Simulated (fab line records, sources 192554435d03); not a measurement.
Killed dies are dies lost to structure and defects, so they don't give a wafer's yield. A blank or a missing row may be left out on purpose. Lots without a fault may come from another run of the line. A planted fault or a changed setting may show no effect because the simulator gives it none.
Chamber matching | flow n5_finfet | N5_BEOL_M4_STRIP_19 on rie_diel-01: 4 sister chambers
The step strips in O2. 7 wafers are shown with their chamber, then 7 later ones without.

WAFERS WITH THEIR CHAMBER
wafer  | chamber | drypump_motor_current_A (A) | throttle_valve_pct (%)
L074.1 | 3       | 5.4                         | 16.37
L083.4 | 1       | 5.0                         | 17.25
L085.2 | 2       | 6.1                         | 16.46
L085.3 | 1       | 5.0                         | 17.28
L085.6 | 0       | 4.7                         | 16.58
L087.1 | 2       | 6.2                         | 16.44
L087.2 | 0       | 4.7                         | 16.58

WAFERS WITHOUT THEIR CHAMBER
wafer  | drypump_motor_current_A (A) | throttle_valve_pct (%)
L087.5 | 4.7                         | 16.58
L090.2 | 6.2                         | 16.46
L090.5 | 6.2                         | 16.47
L090.6 | 5.0                         | 17.28
L097.2 | 6.2                         | 16.50
L097.4 | 5.0                         | 17.31
L097.5 | 5.0                         | 17.31

WHICH CHAMBER EACH WENT THROUGH
wafer  | from the rows above | in truth
L087.5 | 0                   | 0
L090.2 | 2                   | 2
L090.5 | 2                   | 2
L090.6 | 1                   | 1
L097.2 | 2                   | 2
L097.4 | 1                   | 1
L097.5 | 1                   | 1
Placed correctly: 7 of 7. Can't be placed from these rows: 0. Placed wrongly: 0.
How it was worked out, from the rows above alone: a wafer's distance from a chamber is the root of the sum, over the readings, of the square of ((its reading less the chamber's mean) divided by the reading's scatter). The wafer belongs to the nearest chamber; if the next one is less than 2 further off, it can't be placed. A chamber's mean is the mean of its shown wafers. The scatter: the root of (the sum of the squares of (reading less its chamber's mean) over the shown wafers, divided by (wafers less chambers)).
